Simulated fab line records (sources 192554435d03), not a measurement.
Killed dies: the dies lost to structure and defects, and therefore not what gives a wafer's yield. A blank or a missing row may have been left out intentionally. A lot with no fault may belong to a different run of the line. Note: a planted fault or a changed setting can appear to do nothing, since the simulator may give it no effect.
Matching of chambers / flow n5Finfet / N5_BEOL_M7_ALD_77 on aldMetal-03 has 4 sister chambers
The step deposits TaN, target thk 2 nm, pulse time 2 s, purge time 3 s. 20 wafers are shown with their chamber, then 10 later ones without.

== WAFERS WITH THEIR CHAMBER ==
wafer=L074.1; chamber=1; heaterPowerW (W)=461; precursorVesselPressureTorr (Torr)=26.20
wafer=L074.3; chamber=0; heaterPowerW (W)=396; precursorVesselPressureTorr (Torr)=26.13
wafer=L074.6; chamber=1; heaterPowerW (W)=457; precursorVesselPressureTorr (Torr)=26.28
wafer=L075.1; chamber=3; heaterPowerW (W)=431; precursorVesselPressureTorr (Torr)=26.27
wafer=L075.4; chamber=0; heaterPowerW (W)=398; precursorVesselPressureTorr (Torr)=26.28
wafer=L075.5; chamber=0; heaterPowerW (W)=399; precursorVesselPressureTorr (Torr)=26.31
wafer=L077.1; chamber=1; heaterPowerW (W)=465; precursorVesselPressureTorr (Torr)=26.33
wafer=L077.2; chamber=3; heaterPowerW (W)=442; precursorVesselPressureTorr (Torr)=26.23
wafer=L077.4; chamber=2; heaterPowerW (W)=438; precursorVesselPressureTorr (Torr)=26.35
wafer=L078.1; chamber=2; heaterPowerW (W)=454; precursorVesselPressureTorr (Torr)=26.20
wafer=L078.2; chamber=3; heaterPowerW (W)=439; precursorVesselPressureTorr (Torr)=26.23
wafer=L078.6; chamber=0; heaterPowerW (W)=396; precursorVesselPressureTorr (Torr)=26.31
wafer=L083.3; chamber=0; heaterPowerW (W)=409; precursorVesselPressureTorr (Torr)=26.26
wafer=L083.4; chamber=2; heaterPowerW (W)=451; precursorVesselPressureTorr (Torr)=26.31
wafer=L083.5; chamber=2; heaterPowerW (W)=432; precursorVesselPressureTorr (Torr)=26.35
wafer=L085.2; chamber=2; heaterPowerW (W)=450; precursorVesselPressureTorr (Torr)=26.25
wafer=L085.5; chamber=1; heaterPowerW (W)=444; precursorVesselPressureTorr (Torr)=26.19
wafer=L085.6; chamber=0; heaterPowerW (W)=388; precursorVesselPressureTorr (Torr)=26.19
wafer=L086.1; chamber=2; heaterPowerW (W)=438; precursorVesselPressureTorr (Torr)=26.26
wafer=L086.2; chamber=0; heaterPowerW (W)=403; precursorVesselPressureTorr (Torr)=26.17

SIGNATURES, as means of the wafers listed above
reading=heaterPowerW; chamber 0=398.43; chamber 1=456.75; chamber 2=443.83; chamber 3=437.33; scatter within a chamber=7.78
reading=precursorVesselPressureTorr; chamber 0=26.2357; chamber 1=26.2500; chamber 2=26.2867; chamber 3=26.2433; scatter within a chamber=0.0631
Rule: for each reading, subtract the chamber's mean from the wafer's reading, divide by that reading's scatter and square the result; add these up over the readings and take the root, which gives the wafer's distance from the chamber. The wafer belongs to the nearest chamber; if the next one is less than 2 further off, it can't be placed. The scatter: take each reading less its chamber's mean, square it, sum over the shown wafers, divide by the number of wafers less the number of chambers, and take the root.

== WAFERS WITHOUT THEIR CHAMBER ==
wafer=L086.5; heaterPowerW (W)=437; precursorVesselPressureTorr (Torr)=26.30
wafer=L088.1; heaterPowerW (W)=447; precursorVesselPressureTorr (Torr)=26.19
wafer=L088.5; heaterPowerW (W)=449; precursorVesselPressureTorr (Torr)=26.21
wafer=L088.6; heaterPowerW (W)=463; precursorVesselPressureTorr (Torr)=26.22
wafer=L091.4; heaterPowerW (W)=437; precursorVesselPressureTorr (Torr)=26.18
wafer=L091.5; heaterPowerW (W)=450; precursorVesselPressureTorr (Torr)=26.32
wafer=L091.6; heaterPowerW (W)=447; precursorVesselPressureTorr (Torr)=26.28
wafer=L095.2; heaterPowerW (W)=441; precursorVesselPressureTorr (Torr)=26.29
wafer=L095.4; heaterPowerW (W)=447; precursorVesselPressureTorr (Torr)=26.22
wafer=L095.5; heaterPowerW (W)=428; precursorVesselPressureTorr (Torr)=26.40

== CHAMBER TAKEN BY EACH ==
wafer=L086.5; from the rows above=can't be placed: 3 or 2 or 1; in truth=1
wafer=L088.1; from the rows above=can't be placed: 3 or 1 or 2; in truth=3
wafer=L088.5; from the rows above=can't be placed: 1 or 2 or 3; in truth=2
wafer=L088.6; from the rows above=can't be placed: 1 or 2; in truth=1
wafer=L091.4; from the rows above=can't be placed: 3 or 2 or 1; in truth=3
wafer=L091.5; from the rows above=can't be placed: 2 or 1 or 3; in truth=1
wafer=L091.6; from the rows above=can't be placed: 2 or 1 or 3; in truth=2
wafer=L095.2; from the rows above=can't be placed: 2 or 3 or 1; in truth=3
wafer=L095.4; from the rows above=can't be placed: 2 or 3 or 1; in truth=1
wafer=L095.5; from the rows above=can't be placed: 2 or 3 or 1 or 0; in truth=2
Correctly placed: 0 of 10. These rows do not allow placing 10 (true chamber among the candidates in 10). 0 placed wrongly.
